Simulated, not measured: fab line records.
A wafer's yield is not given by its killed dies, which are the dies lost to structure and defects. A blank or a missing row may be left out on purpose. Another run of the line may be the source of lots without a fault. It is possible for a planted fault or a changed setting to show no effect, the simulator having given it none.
Chamber matching -- flow n5 finfet -- N5_BEOL_M13_ILD_DEP_00 on pecvd-02: 3 sister chambers
The step deposits SiOC from DEMS/O2, target thk 837.92 nm, time 166.4 s. 3 wafers are shown with their chamber, then 8 later ones without.

== WAFERS WITH THEIR CHAMBER ==
wafer,chamber,throttle valve pct (%)
L086.4,1,12.5
L086.6,0,11.7
L090.2,2,11.7

== WAFERS WITHOUT THEIR CHAMBER ==
wafer,throttle valve pct (%)
L090.3,12.5
L090.4,11.8
L092.1,12.4
L092.2,11.5
L092.3,11.4
L092.4,11.5
L092.5,12.3
L092.6,11.6

== WHICH CHAMBER EACH WENT THROUGH ==
wafer,from the rows above,in truth
L090.3,1,1
L090.4,can't be placed: 0 or 2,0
L092.1,1,1
L092.2,can't be placed: 0 or 2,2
L092.3,can't be placed: 0 or 2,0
L092.4,can't be placed: 0 or 2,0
L092.5,1,1
L092.6,can't be placed: 0 or 2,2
Correct placement for 3 of the 8. Can't be placed from these rows: 5 (the true chamber is among the candidates in 5). 0 placed wrongly.
How it was worked out, from the rows above alone: a wafer's distance from a chamber is the root of the sum, over the readings, of the square of ((its reading less the chamber's mean) divided by the reading's scatter). If the next closest chamber is less than 2 further off than the closest, the wafer can't be placed; otherwise it belongs to the closest. The mean given for a chamber averages the wafers shown for that chamber. The scatter (one wafer shown for each chamber): square how far every hidden wafer sits from the nearest shown wafer, average those squares and take the square root.
